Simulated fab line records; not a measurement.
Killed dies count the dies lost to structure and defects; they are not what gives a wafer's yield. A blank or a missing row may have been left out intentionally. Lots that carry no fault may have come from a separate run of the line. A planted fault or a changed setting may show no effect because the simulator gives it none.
Chamber matching + flow nand_harc + pecvd-01 running NHARC_A_STAIRCASE_DEP_301: 3 sister chambers
The step deposits SiON, target thk 30 nm. 22 wafers are shown with their chamber, then 11 later ones without.

WAFERS WITH THEIR CHAMBER
| wafer  | chamber | heater_power_w (W) | heater_power_outer_w (W) |
|--------|---------|--------------------|--------------------------|
| L074.1 | 1       | 844                | 477                      |
| L074.4 | 0       | 984                | 573                      |
| L074.5 | 1       | 816                | 484                      |
| L077.3 | 1       | 782                | 449                      |
| L077.4 | 2       | 561                | 365                      |
| L077.6 | 1       | 784                | 453                      |
| L078.3 | 1       | 891                | 539                      |
| L078.4 | 2       | 479                | 327                      |
| L078.5 | 1       | 919                | 547                      |
| L079.2 | 1       | 895                | 533                      |
| L079.3 | 2       | 548                | 369                      |
| L079.5 | 2       | 554                | 363                      |
| L080.1 | 2       | 575                | 376                      |
| L080.2 | 0       | 953                | 541                      |
| L080.3 | 1       | 862                | 497                      |
| L081.1 | 2       | 564                | 378                      |
| L081.4 | 0       | 862                | 464                      |
| L081.6 | 2       | 582                | 395                      |
| L084.1 | 0       | 934                | 551                      |
| L084.4 | 1       | 822                | 485                      |
| L084.6 | 0       | 958                | 559                      |
| L086.1 | 2       | 501                | 316                      |

SIGNATURES, as means of the wafers listed above
| reading              | chamber 0 | chamber 1 | chamber 2 | scatter within a chamber |
|----------------------|-----------|-----------|-----------|--------------------------|
| heater_power_w       | 938.20    | 846.11    | 545.50    | 44.3                     |
| heater_power_outer_w | 537.60    | 496.00    | 361.12    | 34.6                     |
Rule: for each reading, subtract the chamber's mean from the wafer's reading, divide by that reading's scatter and square the result; add these up over the readings and take the root, which gives the wafer's distance from the chamber. The wafer belongs to the nearest chamber; if the next one is less than 2 further off, it can't be placed. The scatter: take each reading less its chamber's mean, square it, sum over the shown wafers, divide by the number of wafers less the number of chambers, and take the root.

WAFERS WITH NO CHAMBER GIVEN
| wafer  | heater_power_w (W) | heater_power_outer_w (W) |
|--------|--------------------|--------------------------|
| L086.2 | 801                | 463                      |
| L086.4 | 502                | 321                      |
| L085.1 | 878                | 517                      |
| L085.3 | 1000               | 584                      |
| L085.6 | 504                | 321                      |
| L090.1 | 998                | 572                      |
| L090.3 | 597                | 398                      |
| L090.6 | 756                | 441                      |
| L096.3 | 509                | 325                      |
| L096.4 | 796                | 452                      |
| L096.5 | 804                | 454                      |

EACH ONE'S CHAMBER
| wafer  | from the rows above     | in truth |
|--------|-------------------------|----------|
| L086.2 | 1                       | 1        |
| L086.4 | 2                       | 2        |
| L085.1 | can't be placed: 1 or 0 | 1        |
| L085.3 | 0                       | 0        |
| L085.6 | 2                       | 2        |
| L090.1 | 0                       | 0        |
| L090.3 | 2                       | 2        |
| L090.6 | 1                       | 1        |
| L096.3 | 2                       | 2        |
| L096.4 | 1                       | 1        |
| L096.5 | 1                       | 1        |
Correct placement for 10 of the 11. Cannot be placed on the basis of these rows: 1; the candidates contain the true chamber in 1. 0 placed wrongly.
